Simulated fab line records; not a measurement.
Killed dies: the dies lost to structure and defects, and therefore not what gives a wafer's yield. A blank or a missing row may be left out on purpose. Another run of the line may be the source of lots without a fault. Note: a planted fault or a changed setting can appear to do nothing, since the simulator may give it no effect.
The tool behind it: which one? / flow n5 finfet / 24 lots with 72 wafers sampled at 6 steps, on a route of 1938 steps

## WHAT THE GAUGES READ, wafer by wafer
N5_BEOL_M5_CD_MEAS_28: target cd 30.6 nm, target cd y 20 nm.
lot=L075; measured=day 8 22:37; on=cd sem-02; cd nm (nm)=30.61 30.42 30.44
lot=L074; measured=day 8 22:32; on=cd sem-03; cd nm (nm)=30.55 30.86 31.22
lot=L078; measured=day 9 07:55; on=cd sem-01; cd nm (nm)=30.72 30.92 30.86
lot=L076; measured=day 9 17:46; on=cd sem-03; cd nm (nm)=30.31 30.54 30.22
lot=L077; measured=day 10 04:30; on=cd sem-03; cd nm (nm)=30.22 30.34 30.46
lot=L079; measured=day 10 10:02; on=cd sem-03; cd nm (nm)=31.13 30.20 30.68
lot=L080; measured=day 10 04:27; on=cd sem-01; cd nm (nm)=31.04 30.44 30.49
lot=L082; measured=day 11 03:10; on=cd sem-03; cd nm (nm)=30.82 31.13 30.81
lot=L081; measured=day 11 02:59; on=cd sem-02; cd nm (nm)=30.30 30.66 30.35
lot=L083; measured=day 11 14:29; on=cd sem-02; cd nm (nm)=30.69 30.58 30.37
lot=L084; measured=day 11 20:18; on=cd sem-03; cd nm (nm)=30.29 30.32 30.28
lot=L085; measured=day 12 13:54; on=cd sem-02; cd nm (nm)=30.69 30.54 30.52
lot=L086; measured=day 12 16:38; on=cd sem-02; cd nm (nm)=30.42 30.66 30.50
lot=L088; measured=day 12 23:35; on=cd sem-01; cd nm (nm)=30.84 30.43 30.59
lot=L087; measured=day 13 09:08; on=cd sem-01; cd nm (nm)=30.64 30.75 30.55
lot=L089; measured=day 13 13:00; on=cd sem-02; cd nm (nm)=31.02 30.79 30.93
lot=L093; measured=day 13 15:12; on=cd sem-02; cd nm (nm)=30.92 30.81 30.67
lot=L090; measured=day 13 18:20; on=cd sem-01; cd nm (nm)=30.30 30.72 30.52
lot=L091; measured=day 13 18:40; on=cd sem-02; cd nm (nm)=30.35 30.41 30.38
lot=L092; measured=day 14 04:57; on=cd sem-01; cd nm (nm)=30.60 30.80 30.53
lot=L095; measured=day 14 05:10; on=cd sem-02; cd nm (nm)=30.94 30.80 30.45
lot=L094; measured=day 14 10:38; on=cd sem-01; cd nm (nm)=30.20 30.41 30.76
lot=L096; measured=day 15 04:23; on=cd sem-01; cd nm (nm)=30.15 30.46 30.75
lot=L097; measured=day 15 20:19; on=cd sem-01; cd nm (nm)=30.38 30.66 30.16

N5_BEOL_M6_INSPECT_30: inspects for defects (brightfield).
lot=L075; measured=day 9 11:01; on=defect inspect-01; raw defect count=401 340 383
lot=L074; measured=day 9 17:48; on=defect inspect-02; raw defect count=564 396 469
lot=L078; measured=day 10 16:47; on=defect inspect-01; raw defect count=454 472 433
lot=L076; measured=day 10 04:29; on=defect inspect-02; raw defect count=278 387 367
lot=L077; measured=day 10 16:20; on=defect inspect-01; raw defect count=461 352 342
lot=L079; measured=day 10 22:59; on=defect inspect-02; raw defect count=479 579 523
lot=L080; measured=day 10 16:01; on=defect inspect-01; raw defect count=428 474 464
lot=L082; measured=day 11 16:02; on=defect inspect-01; raw defect count=407 542 554
lot=L081; measured=day 11 15:50; on=defect inspect-01; raw defect count=256 338 337
lot=L083; measured=day 12 06:14; on=defect inspect-01; raw defect count=521 351 590
lot=L084; measured=day 12 09:59; on=defect inspect-02; raw defect count=397 255 295
lot=L085; measured=day 13 06:08; on=defect inspect-01; raw defect count=526 319 268
lot=L086; measured=day 13 05:58; on=defect inspect-02; raw defect count=376 287 365
lot=L088; measured=day 13 12:55; on=defect inspect-01; raw defect count=416 362 458
lot=L087; measured=day 14 01:44; on=defect inspect-02; raw defect count=450 451 424
lot=L089; measured=day 14 05:07; on=defect inspect-02; raw defect count=456 433 355
lot=L093; measured=day 14 05:13; on=defect inspect-02; raw defect count=480 440 501
lot=L090; measured=day 14 10:32; on=defect inspect-01; raw defect count=424 599 606
lot=L091; measured=day 14 10:35; on=defect inspect-02; raw defect count=393 703 499
lot=L092; measured=day 14 17:07; on=defect inspect-01; raw defect count=349 403 318
lot=L095; measured=day 14 16:56; on=defect inspect-01; raw defect count=383 705 564
lot=L094; measured=day 14 21:30; on=defect inspect-02; raw defect count=466 390 386
lot=L096; measured=day 15 20:04; on=defect inspect-02; raw defect count=578 499 461
lot=L097; measured=day 16 11:28; on=defect inspect-02; raw defect count=384 343 608

## WHAT TOOL EACH LOT RAN ON (gives the tool, then ch and the chambers of the sampled wafers, and finally the start)
lot=L075; N5_BEOL_M4_VIA_ETCH_34=rie diel-01 ch 1,2,3, day 8 12:43; N5_BEOL_M5_TRENCH_ETCH_37=rie diel-05 ch 2,3, day 9 04:49 or earlier; N5_BEOL_M5_STRIP_91=rie diel-05 ch 2,3, day 9 04:49 or earlier; N5_BEOL_M5_SPUTTER_90=pvd sputter-01, day 9 04:49
lot=L074; N5_BEOL_M4_VIA_ETCH_34=rie diel-04 ch 1,3, day 8 12:55; N5_BEOL_M5_TRENCH_ETCH_37=rie diel-06 ch 2,3, day 9 06:56 or earlier; N5_BEOL_M5_STRIP_91=rie diel-06 ch 2,3, day 9 06:56 or earlier; N5_BEOL_M5_SPUTTER_90=pvd sputter-03, day 9 06:56
lot=L078; N5_BEOL_M4_VIA_ETCH_34=rie diel-01 ch 0,1, day 8 19:43; N5_BEOL_M5_TRENCH_ETCH_37=rie diel-06 ch 0,1,2, day 10 12:56 or earlier; N5_BEOL_M5_STRIP_91=rie diel-06 ch 0,1,2, day 10 12:56 or earlier; N5_BEOL_M5_SPUTTER_90=pvd sputter-02, day 10 12:56
lot=L076; N5_BEOL_M4_VIA_ETCH_34=rie diel-04 ch 2,3, day 9 06:35; N5_BEOL_M5_TRENCH_ETCH_37=rie diel-02 ch 1,2, day 10 00:20 or earlier; N5_BEOL_M5_STRIP_91=rie diel-02 ch 1,2, day 10 00:20 or earlier; N5_BEOL_M5_SPUTTER_90=pvd sputter-01, day 10 00:20
lot=L077; N5_BEOL_M4_VIA_ETCH_34=rie diel-01 ch 1,2,3, day 9 11:41; N5_BEOL_M5_TRENCH_ETCH_37=rie diel-02 ch 1,2, day 10 10:32 or earlier; N5_BEOL_M5_STRIP_91=rie diel-02 ch 1,2, day 10 10:32 or earlier; N5_BEOL_M5_SPUTTER_90=pvd sputter-03, day 10 10:32
lot=L079; N5_BEOL_M4_VIA_ETCH_34=rie diel-03 ch 1,2, day 9 12:33; N5_BEOL_M5_TRENCH_ETCH_37=rie diel-05 ch 0,1,2, day 10 17:42 or earlier; N5_BEOL_M5_STRIP_91=rie diel-05 ch 0,1,2, day 10 17:42 or earlier; N5_BEOL_M5_SPUTTER_90=pvd sputter-03, day 10 17:42
lot=L080; N5_BEOL_M4_VIA_ETCH_34=rie diel-04 ch 1,2,3, day 9 12:51; N5_BEOL_M5_TRENCH_ETCH_37=rie diel-06 ch 2,3, day 10 10:28 or earlier; N5_BEOL_M5_STRIP_91=rie diel-06 ch 2,3, day 10 10:28 or earlier; N5_BEOL_M5_SPUTTER_90=pvd sputter-01, day 10 10:28
lot=L082; N5_BEOL_M4_VIA_ETCH_34=rie diel-01 ch 1,3, day 10 16:46; N5_BEOL_M5_TRENCH_ETCH_37=rie diel-02 ch 0,3, day 11 10:40 or earlier; N5_BEOL_M5_STRIP_91=rie diel-02 ch 0,3, day 11 10:40 or earlier; N5_BEOL_M5_SPUTTER_90=pvd sputter-03, day 11 10:40
lot=L081; N5_BEOL_M4_VIA_ETCH_34=rie diel-01 ch 0,2,3, day 10 17:14; N5_BEOL_M5_TRENCH_ETCH_37=rie diel-05 ch 0,1,2, day 11 10:40 or earlier; N5_BEOL_M5_STRIP_91=rie diel-05 ch 0,1,2, day 11 10:40 or earlier; N5_BEOL_M5_SPUTTER_90=pvd sputter-02, day 11 10:40
lot=L083; N5_BEOL_M4_VIA_ETCH_34=rie diel-01 ch 1,2, day 11 05:47; N5_BEOL_M5_TRENCH_ETCH_37=rie diel-05 ch 1,2,3, day 11 21:17 or earlier; N5_BEOL_M5_STRIP_91=rie diel-05 ch 1,2,3, day 11 21:17 or earlier; N5_BEOL_M5_SPUTTER_90=pvd sputter-03, day 11 21:17
lot=L084; N5_BEOL_M4_VIA_ETCH_34=rie diel-01 ch 0,1, day 11 10:14; N5_BEOL_M5_TRENCH_ETCH_37=rie diel-06 ch 1,2, day 12 02:45 or earlier; N5_BEOL_M5_STRIP_91=rie diel-06 ch 1,2, day 12 02:45 or earlier; N5_BEOL_M5_SPUTTER_90=pvd sputter-02, day 12 02:45
lot=L085; N5_BEOL_M4_VIA_ETCH_34=rie diel-04 ch 0,2,3, day 12 06:27; N5_BEOL_M5_TRENCH_ETCH_37=rie diel-05 ch 0,1,3, day 12 21:08 or earlier; N5_BEOL_M5_STRIP_91=rie diel-05 ch 0,1,3, day 12 21:08 or earlier; N5_BEOL_M5_SPUTTER_90=pvd sputter-01, day 12 21:08
lot=L086; N5_BEOL_M4_VIA_ETCH_34=rie diel-03 ch 1,2,3, day 12 06:49; N5_BEOL_M5_TRENCH_ETCH_37=rie diel-02 ch 0,1,3, day 12 22:52 or earlier; N5_BEOL_M5_STRIP_91=rie diel-02 ch 0,1,3, day 12 22:52 or earlier; N5_BEOL_M5_SPUTTER_90=pvd sputter-02, day 12 22:52
lot=L088; N5_BEOL_M4_VIA_ETCH_34=rie diel-01 ch 1,2, day 12 14:10; N5_BEOL_M5_TRENCH_ETCH_37=rie diel-06 ch 0,2,3, day 13 06:17 or earlier; N5_BEOL_M5_STRIP_91=rie diel-06 ch 0,2,3, day 13 06:17 or earlier; N5_BEOL_M5_SPUTTER_90=pvd sputter-02, day 13 06:17
lot=L087; N5_BEOL_M4_VIA_ETCH_34=rie diel-04 ch 0,1, day 12 20:50; N5_BEOL_M5_TRENCH_ETCH_37=rie diel-06 ch 2,3, day 13 15:29 or earlier; N5_BEOL_M5_STRIP_91=rie diel-06 ch 2,3, day 13 15:29 or earlier; N5_BEOL_M5_SPUTTER_90=pvd sputter-02, day 13 15:29
lot=L089; N5_BEOL_M4_VIA_ETCH_34=rie diel-03 ch 0,1,3, day 13 00:15; N5_BEOL_M5_TRENCH_ETCH_37=rie diel-02 ch 0,1,2, day 13 20:09 or earlier; N5_BEOL_M5_STRIP_91=rie diel-02 ch 0,1,2, day 13 20:09 or earlier; N5_BEOL_M5_SPUTTER_90=pvd sputter-01, day 13 20:09
lot=L093; N5_BEOL_M4_VIA_ETCH_34=rie diel-01 ch 0,1,3, day 13 05:44; N5_BEOL_M5_TRENCH_ETCH_37=rie diel-06 ch 0,2, day 13 23:44 or earlier; N5_BEOL_M5_STRIP_91=rie diel-06 ch 0,2, day 13 23:44 or earlier; N5_BEOL_M5_SPUTTER_90=pvd sputter-03, day 13 23:44
lot=L090; N5_BEOL_M4_VIA_ETCH_34=rie diel-03 ch 1,2, day 13 05:46; N5_BEOL_M5_TRENCH_ETCH_37=rie diel-05 ch 1,2, day 14 00:44 or earlier; N5_BEOL_M5_STRIP_91=rie diel-05 ch 1,2, day 14 00:44 or earlier; N5_BEOL_M5_SPUTTER_90=pvd sputter-01, day 14 00:44
lot=L091; N5_BEOL_M4_VIA_ETCH_34=rie diel-04 ch 0,1,3, day 13 05:49; N5_BEOL_M5_TRENCH_ETCH_37=rie diel-06 ch 0,1,2, day 14 05:14 or earlier; N5_BEOL_M5_STRIP_91=rie diel-06 ch 0,1,2, day 14 05:14 or earlier; N5_BEOL_M5_SPUTTER_90=pvd sputter-02, day 14 05:14
lot=L092; N5_BEOL_M4_VIA_ETCH_34=rie diel-03 ch 0,1,2, day 13 14:49; N5_BEOL_M5_TRENCH_ETCH_37=rie diel-05 ch 1,2, day 14 11:12 or earlier; N5_BEOL_M5_STRIP_91=rie diel-05 ch 1,2, day 14 11:12 or earlier; N5_BEOL_M5_SPUTTER_90=pvd sputter-01, day 14 11:12
lot=L095; N5_BEOL_M4_VIA_ETCH_34=rie diel-04 ch 0,3, day 13 15:05; N5_BEOL_M5_TRENCH_ETCH_37=rie diel-02 ch 0,2,3, day 14 12:14 or earlier; N5_BEOL_M5_STRIP_91=rie diel-02 ch 0,2,3, day 14 12:14 or earlier; N5_BEOL_M5_SPUTTER_90=pvd sputter-02, day 14 12:14
lot=L094; N5_BEOL_M4_VIA_ETCH_34=rie diel-03 ch 1,2,3, day 14 02:08; N5_BEOL_M5_TRENCH_ETCH_37=rie diel-05 ch 0,1,2, day 14 16:52 or earlier; N5_BEOL_M5_STRIP_91=rie diel-05 ch 0,1,2, day 14 16:52 or earlier; N5_BEOL_M5_SPUTTER_90=pvd sputter-03, day 14 16:52
lot=L096; N5_BEOL_M4_VIA_ETCH_34=rie diel-01 ch 0,3, day 14 16:53; N5_BEOL_M5_TRENCH_ETCH_37=rie diel-05 ch 2,3, day 15 11:09 or earlier; N5_BEOL_M5_STRIP_91=rie diel-05 ch 2,3, day 15 11:09 or earlier; N5_BEOL_M5_SPUTTER_90=pvd sputter-02, day 15 11:09
lot=L097; N5_BEOL_M4_VIA_ETCH_34=rie diel-01 ch 0,1,3, day 15 05:33; N5_BEOL_M5_TRENCH_ETCH_37=rie diel-05 ch 2,3, day 16 04:35 or earlier; N5_BEOL_M5_STRIP_91=rie diel-05 ch 2,3, day 16 04:35 or earlier; N5_BEOL_M5_SPUTTER_90=pvd sputter-01, day 16 04:35
- N5_BEOL_M4_VIA_ETCH_34: etches the open film in C4F6/O2, target depth 69.4 nm, time 65.9 s.
- N5_BEOL_M5_TRENCH_ETCH_37: etches SiCOH lowk in C4F6/O2, target depth 71.652 nm, time 24.7 s.
- N5_BEOL_M5_STRIP_91: strips in N2/H2, time 10 s.
- N5_BEOL_M5_SPUTTER_90: material Cu, target thk 4.5 nm, time 8.29 s.

## WHAT THE TOOLS THEMSELVES READ (means of the sampled wafers that have a number; where no wafer has one, the mark that the record gives instead)
N5_BEOL_M4_VIA_ETCH_34.
lot=L075; tool=rie diel-01; drypump motor current A (A)=5.4; oes product au (a.u.)=0.85; rf vpp V (V)=656; showerhead plenum p Torr (Torr)=2.83; throttle valve pct (%)=30.58
lot=L074; tool=rie diel-04; drypump motor current A (A)=6.1; oes product au (a.u.)=0.92; rf vpp V (V)=658; showerhead plenum p Torr (Torr)=2.93; throttle valve pct (%)=30.91
lot=L078; tool=rie diel-01; drypump motor current A (A)=5.3; oes product au (a.u.)=0.93; rf vpp V (V)=667; showerhead plenum p Torr (Torr)=2.87; throttle valve pct (%)=30.67
lot=L076; tool=rie diel-04; drypump motor current A (A)=5.6; oes product au (a.u.)=0.84; rf vpp V (V)=660; showerhead plenum p Torr (Torr)=2.92; throttle valve pct (%)=30.65
lot=L077; tool=rie diel-01; drypump motor current A (A)=5.4; oes product au (a.u.)=0.84; rf vpp V (V)=655; showerhead plenum p Torr (Torr)=2.83; throttle valve pct (%)=30.58
lot=L079; tool=rie diel-03; drypump motor current A (A)=5.4; oes product au (a.u.)=0.84; rf vpp V (V)=661; showerhead plenum p Torr (Torr)=2.93; throttle valve pct (%)=30.68
lot=L080; tool=rie diel-04; drypump motor current A (A)=6.0; oes product au (a.u.)=0.85; rf vpp V (V)=664; showerhead plenum p Torr (Torr)=2.89; throttle valve pct (%)=30.87
lot=L082; tool=rie diel-01; drypump motor current A (A)=5.1; oes product au (a.u.)=0.88; rf vpp V (V)=661; showerhead plenum p Torr (Torr)=2.89; throttle valve pct (%)=30.54
lot=L081; tool=rie diel-01; drypump motor current A (A)=5.4; oes product au (a.u.)=0.91; rf vpp V (V)=662; showerhead plenum p Torr (Torr)=2.90; throttle valve pct (%)=30.75
lot=L083; tool=rie diel-01; drypump motor current A (A)=5.7; oes product au (a.u.)=0.94; rf vpp V (V)=656; showerhead plenum p Torr (Torr)=2.98; throttle valve pct (%)=30.82
lot=L084; tool=rie diel-01; drypump motor current A (A)=5.4; oes product au (a.u.)=0.87; rf vpp V (V)=670; showerhead plenum p Torr (Torr)=2.83; throttle valve pct (%)=30.79
lot=L085; tool=rie diel-04; drypump motor current A (A)=5.5; oes product au (a.u.)=0.85; rf vpp V (V)=660; showerhead plenum p Torr (Torr)=2.89; throttle valve pct (%)=30.77
lot=L086; tool=rie diel-03; drypump motor current A (A)=5.5; oes product au (a.u.)=0.78; rf vpp V (V)=655; showerhead plenum p Torr (Torr)=2.90; throttle valve pct (%)=30.64
lot=L088; tool=rie diel-01; drypump motor current A (A)=5.4; oes product au (a.u.)=0.89; rf vpp V (V)=660; showerhead plenum p Torr (Torr)=2.93; throttle valve pct (%)=30.72
lot=L087; tool=rie diel-04; drypump motor current A (A)=6.0; oes product au (a.u.)=0.85; rf vpp V (V)=669; showerhead plenum p Torr (Torr)=2.78; throttle valve pct (%)=31.14
lot=L089; tool=rie diel-03; drypump motor current A (A)=5.4; oes product au (a.u.)=0.78; rf vpp V (V)=668; showerhead plenum p Torr (Torr)=2.90; throttle valve pct (%)=30.59
lot=L093; tool=rie diel-01; drypump motor current A (A)=5.2; oes product au (a.u.)=0.85; rf vpp V (V)=664; showerhead plenum p Torr (Torr)=2.85; throttle valve pct (%)=30.66
lot=L090; tool=rie diel-03; drypump motor current A (A)=5.5; oes product au (a.u.)=0.76; rf vpp V (V)=656; showerhead plenum p Torr (Torr)=2.82; throttle valve pct (%)=30.80
lot=L091; tool=rie diel-04; drypump motor current A (A)=5.8; oes product au (a.u.)=0.87; rf vpp V (V)=661; showerhead plenum p Torr (Torr)=2.85; throttle valve pct (%)=31.00
lot=L092; tool=rie diel-03; drypump motor current A (A)=5.4; oes product au (a.u.)=0.77; rf vpp V (V)=667; showerhead plenum p Torr (Torr)=2.82; throttle valve pct (%)=30.74
lot=L095; tool=rie diel-04; drypump motor current A (A)=5.6; oes product au (a.u.)=0.86; rf vpp V (V)=656; showerhead plenum p Torr (Torr)=2.92; throttle valve pct (%)=30.84
lot=L094; tool=rie diel-03; drypump motor current A (A)=5.4; oes product au (a.u.)=0.77; rf vpp V (V)=656; showerhead plenum p Torr (Torr)=2.89; throttle valve pct (%)=30.65
lot=L096; tool=rie diel-01; drypump motor current A (A)=5.1; oes product au (a.u.)=0.83; rf vpp V (V)=663; showerhead plenum p Torr (Torr)=2.84; throttle valve pct (%)=30.62
lot=L097; tool=rie diel-01; drypump motor current A (A)=5.2; oes product au (a.u.)=0.82; rf vpp V (V)=664; showerhead plenum p Torr (Torr)=2.84; throttle valve pct (%)=30.68

N5_BEOL_M5_TRENCH_ETCH_37.
lot=L075; tool=rie diel-05; drypump motor current A (A)=5.5; oes product au (a.u.)=0.73; rf vpp V (V)=674; showerhead plenum p Torr (Torr)=2.85; throttle valve pct (%)=21.06
lot=L074; tool=rie diel-06; drypump motor current A (A)=5.6; oes product au (a.u.)=0.74; rf vpp V (V)=664; showerhead plenum p Torr (Torr)=2.96; throttle valve pct (%)=21.04
lot=L078; tool=rie diel-06; drypump motor current A (A)=5.8; oes product au (a.u.)=0.74; rf vpp V (V)=675; showerhead plenum p Torr (Torr)=2.85; throttle valve pct (%)=21.07
lot=L076; tool=rie diel-02; drypump motor current A (A)=5.8; oes product au (a.u.)=0.81; rf vpp V (V)=653; showerhead plenum p Torr (Torr)=2.78; throttle valve pct (%)=20.85
lot=L077; tool=rie diel-02; drypump motor current A (A)=5.8; oes product au (a.u.)=0.80; rf vpp V (V)=653; showerhead plenum p Torr (Torr)=2.78; throttle valve pct (%)=20.85
lot=L079; tool=rie diel-05; drypump motor current A (A)=5.7; oes product au (a.u.)=0.79; rf vpp V (V)=667; showerhead plenum p Torr (Torr)=2.86; throttle valve pct (%)=20.68
lot=L080; tool=rie diel-06; drypump motor current A (A)=5.6; oes product au (a.u.)=0.73; rf vpp V (V)=663; showerhead plenum p Torr (Torr)=2.96; throttle valve pct (%)=21.06
lot=L082; tool=rie diel-02; drypump motor current A (A)=5.4; oes product au (a.u.)=0.84; rf vpp V (V)=665; showerhead plenum p Torr (Torr)=2.83; throttle valve pct (%)=20.87
lot=L081; tool=rie diel-05; drypump motor current A (A)=5.7; oes product au (a.u.)=0.79; rf vpp V (V)=667; showerhead plenum p Torr (Torr)=2.86; throttle valve pct (%)=20.69
lot=L083; tool=rie diel-05; drypump motor current A (A)=5.6; oes product au (a.u.)=0.84; rf vpp V (V)=673; showerhead plenum p Torr (Torr)=2.87; throttle valve pct (%)=20.80
lot=L084; tool=rie diel-06; drypump motor current A (A)=5.9; oes product au (a.u.)=0.70; rf vpp V (V)=668; showerhead plenum p Torr (Torr)=2.91; throttle valve pct (%)=21.02
lot=L085; tool=rie diel-05; drypump motor current A (A)=5.3; oes product au (a.u.)=0.81; rf vpp V (V)=660; showerhead plenum p Torr (Torr)=2.83; throttle valve pct (%)=20.85
lot=L086; tool=rie diel-02; drypump motor current A (A)=5.4; oes product au (a.u.)=0.80; rf vpp V (V)=660; showerhead plenum p Torr (Torr)=2.82; throttle valve pct (%)=20.97
lot=L088; tool=rie diel-06; drypump motor current A (A)=5.4; oes product au (a.u.)=0.73; rf vpp V (V)=670; showerhead plenum p Torr (Torr)=2.88; throttle valve pct (%)=21.16
lot=L087; tool=rie diel-06; drypump motor current A (A)=5.7; oes product au (a.u.)=0.70; rf vpp V (V)=663; showerhead plenum p Torr (Torr)=2.93; throttle valve pct (%)=21.06
lot=L089; tool=rie diel-02; drypump motor current A (A)=5.6; oes product au (a.u.)=0.74; rf vpp V (V)=662; showerhead plenum p Torr (Torr)=2.84; throttle valve pct (%)=21.06
lot=L093; tool=rie diel-06; drypump motor current A (A)=5.3; oes product au (a.u.)=0.75; rf vpp V (V)=678; showerhead plenum p Torr (Torr)=2.83; throttle valve pct (%)=21.24
lot=L090; tool=rie diel-05; drypump motor current A (A)=5.9; oes product au (a.u.)=0.77; rf vpp V (V)=679; showerhead plenum p Torr (Torr)=2.88; throttle valve pct (%)=20.67
lot=L091; tool=rie diel-06; drypump motor current A (A)=5.8; oes product au (a.u.)=0.82; rf vpp V (V)=674; showerhead plenum p Torr (Torr)=2.83; throttle valve pct (%)=20.99
lot=L092; tool=rie diel-05; drypump motor current A (A)=5.8; oes product au (a.u.)=0.73; rf vpp V (V)=673; showerhead plenum p Torr (Torr)=2.89; throttle valve pct (%)=20.74
lot=L095; tool=rie diel-02; drypump motor current A (A)=5.6; oes product au (a.u.)=0.76; rf vpp V (V)=664; showerhead plenum p Torr (Torr)=2.84; throttle valve pct (%)=20.97
lot=L094; tool=rie diel-05; drypump motor current A (A)=5.7; oes product au (a.u.)=0.77; rf vpp V (V)=666; showerhead plenum p Torr (Torr)=2.85; throttle valve pct (%)=20.72
lot=L096; tool=rie diel-05; drypump motor current A (A)=5.4; oes product au (a.u.)=0.87; rf vpp V (V)=674; showerhead plenum p Torr (Torr)=2.83; throttle valve pct (%)=20.91
lot=L097; tool=rie diel-05; drypump motor current A (A)=5.8; oes product au (a.u.)=0.82; rf vpp V (V)=680; showerhead plenum p Torr (Torr)=2.84; throttle valve pct (%)=20.77

N5_BEOL_M5_STRIP_91.
lot=L075; tool=rie diel-05; drypump motor current A (A)=5.5; oes product au (a.u.)=0.73; rf vpp V (V)=58.8; showerhead plenum p Torr (Torr)=2.52; throttle valve pct (%)=23.7
lot=L074; tool=rie diel-06; drypump motor current A (A)=5.7; oes product au (a.u.)=0.74; rf vpp V (V)=59.1; showerhead plenum p Torr (Torr)=2.63; throttle valve pct (%)=23.9
lot=L078; tool=rie diel-06; drypump motor current A (A)=5.8; oes product au (a.u.)=0.73; rf vpp V (V)=59.5; showerhead plenum p Torr (Torr)=2.53; throttle valve pct (%)=24.0
lot=L076; tool=rie diel-02; drypump motor current A (A)=5.8; oes product au (a.u.)=0.81; rf vpp V (V)=58.5; showerhead plenum p Torr (Torr)=2.51; throttle valve pct (%)=23.5
lot=L077; tool=rie diel-02; drypump motor current A (A)=5.8; oes product au (a.u.)=0.80; rf vpp V (V)=59.0; showerhead plenum p Torr (Torr)=2.50; throttle valve pct (%)=23.5
lot=L079; tool=rie diel-05; drypump motor current A (A)=5.7; oes product au (a.u.)=0.79; rf vpp V (V)=58.8; showerhead plenum p Torr (Torr)=2.55; throttle valve pct (%)=23.3
lot=L080; tool=rie diel-06; drypump motor current A (A)=5.6; oes product au (a.u.)=0.72; rf vpp V (V)=59.1; showerhead plenum p Torr (Torr)=2.63; throttle valve pct (%)=23.9
lot=L082; tool=rie diel-02; drypump motor current A (A)=5.4; oes product au (a.u.)=0.83; rf vpp V (V)=59.1; showerhead plenum p Torr (Torr)=2.53; throttle valve pct (%)=23.7
lot=L081; tool=rie diel-05; drypump motor current A (A)=5.7; oes product au (a.u.)=0.77; rf vpp V (V)=58.4; showerhead plenum p Torr (Torr)=2.55; throttle valve pct (%)=23.3
lot=L083; tool=rie diel-05; drypump motor current A (A)=5.6; oes product au (a.u.)=0.82; rf vpp V (V)=58.8; showerhead plenum p Torr (Torr)=2.56; throttle valve pct (%)=23.6
lot=L084; tool=rie diel-06; drypump motor current A (A)=5.9; oes product au (a.u.)=0.70; rf vpp V (V)=59.2; showerhead plenum p Torr (Torr)=2.59; throttle valve pct (%)=24.0
lot=L085; tool=rie diel-05; drypump motor current A (A)=5.3; oes product au (a.u.)=0.81; rf vpp V (V)=58.1; showerhead plenum p Torr (Torr)=2.51; throttle valve pct (%)=23.4
lot=L086; tool=rie diel-02; drypump motor current A (A)=5.4; oes product au (a.u.)=0.80; rf vpp V (V)=58.5; showerhead plenum p Torr (Torr)=2.52; throttle valve pct (%)=23.8
lot=L088; tool=rie diel-06; drypump motor current A (A)=5.5; oes product au (a.u.)=0.73; rf vpp V (V)=59.8; showerhead plenum p Torr (Torr)=2.56; throttle valve pct (%)=23.9
lot=L087; tool=rie diel-06; drypump motor current A (A)=5.6; oes product au (a.u.)=0.70; rf vpp V (V)=58.9; showerhead plenum p Torr (Torr)=2.61; throttle valve pct (%)=23.8
lot=L089; tool=rie diel-02; drypump motor current A (A)=5.6; oes product au (a.u.)=0.73; rf vpp V (V)=58.4; showerhead plenum p Torr (Torr)=2.53; throttle valve pct (%)=23.7
lot=L093; tool=rie diel-06; drypump motor current A (A)=5.3; oes product au (a.u.)=0.75; rf vpp V (V)=59.0; showerhead plenum p Torr (Torr)=2.50; throttle valve pct (%)=24.0
lot=L090; tool=rie diel-05; drypump motor current A (A)=6.0; oes product au (a.u.)=0.76; rf vpp V (V)=59.0; showerhead plenum p Torr (Torr)=2.60; throttle valve pct (%)=23.5
lot=L091; tool=rie diel-06; drypump motor current A (A)=5.8; oes product au (a.u.)=0.82; rf vpp V (V)=58.8; showerhead plenum p Torr (Torr)=2.53; throttle valve pct (%)=23.9
lot=L092; tool=rie diel-05; drypump motor current A (A)=5.8; oes product au (a.u.)=0.72; rf vpp V (V)=59.7; showerhead plenum p Torr (Torr)=2.60; throttle valve pct (%)=23.5
lot=L095; tool=rie diel-02; drypump motor current A (A)=5.6; oes product au (a.u.)=0.75; rf vpp V (V)=59.5; showerhead plenum p Torr (Torr)=2.54; throttle valve pct (%)=23.7
lot=L094; tool=rie diel-05; drypump motor current A (A)=5.7; oes product au (a.u.)=0.76; rf vpp V (V)=58.8; showerhead plenum p Torr (Torr)=2.54; throttle valve pct (%)=23.3
lot=L096; tool=rie diel-05; drypump motor current A (A)=5.5; oes product au (a.u.)=0.85; rf vpp V (V)=59.1; showerhead plenum p Torr (Torr)=2.51; throttle valve pct (%)=23.7
lot=L097; tool=rie diel-05; drypump motor current A (A)=5.8; oes product au (a.u.)=0.82; rf vpp V (V)=59.6; showerhead plenum p Torr (Torr)=2.54; throttle valve pct (%)=23.6

N5_BEOL_M5_SPUTTER_90.
lot=L075; tool=pvd sputter-01; throttle valve pct (%)=30.9
lot=L074; tool=pvd sputter-03; throttle valve pct (%)=30.2
lot=L078; tool=pvd sputter-02; throttle valve pct (%)=29.7
lot=L076; tool=pvd sputter-01; throttle valve pct (%)=30.9
lot=L077; tool=pvd sputter-03; throttle valve pct (%)=29.7
lot=L079; tool=pvd sputter-03; throttle valve pct (%)=30.1
lot=L080; tool=pvd sputter-01; throttle valve pct (%)=32.0
lot=L082; tool=pvd sputter-03; throttle valve pct (%)=30.1
lot=L081; tool=pvd sputter-02; throttle valve pct (%)=29.1
lot=L083; tool=pvd sputter-03; throttle valve pct (%)=30.3
lot=L084; tool=pvd sputter-02; throttle valve pct (%)=30.0
lot=L085; tool=pvd sputter-01; throttle valve pct (%)=31.5
lot=L086; tool=pvd sputter-02; throttle valve pct (%)=30.0
lot=L088; tool=pvd sputter-02; throttle valve pct (%)=30.4
lot=L087; tool=pvd sputter-02; throttle valve pct (%)=30.3
lot=L089; tool=pvd sputter-01; throttle valve pct (%)=30.6
lot=L093; tool=pvd sputter-03; throttle valve pct (%)=30.1
lot=L090; tool=pvd sputter-01; throttle valve pct (%)=30.7
lot=L091; tool=pvd sputter-02; throttle valve pct (%)=30.1
lot=L092; tool=pvd sputter-01; throttle valve pct (%)=30.5
lot=L095; tool=pvd sputter-02; throttle valve pct (%)=30.9
lot=L094; tool=pvd sputter-03; throttle valve pct (%)=30.2
lot=L096; tool=pvd sputter-02; throttle valve pct (%)=29.9
lot=L097; tool=pvd sputter-01; throttle valve pct (%)=30.9

## THE ANSWER, worked out from the rows above alone
Rule: usual is defined by the lots themselves. The widest of any qualifying gaps counts: lots, ordered by their means at a reading, are off when they make up no more than a third of the lots, leave a main group of 4 or more, and stand apart from it by 3 or more times the standard deviation of that group's means. A main group whose means are all the same, to the digits that the tables above print for the reading, isn't used. Also off: a lot with no number at a reading for which 4 or more lots have one. All remaining lots with rows at the step are treated as sound. After the gauges, taken in route order, come the tools' own readings; for these a lot's mean is taken, as printed above. The first step at which some lot is off is used, and at that step the reading that is off furthest; a lot without a number counts as furthest.
No lot is off at any reading shown: from this, nothing can be told.

## WHAT HAD BEEN PUT IN BY THE SIMULATOR
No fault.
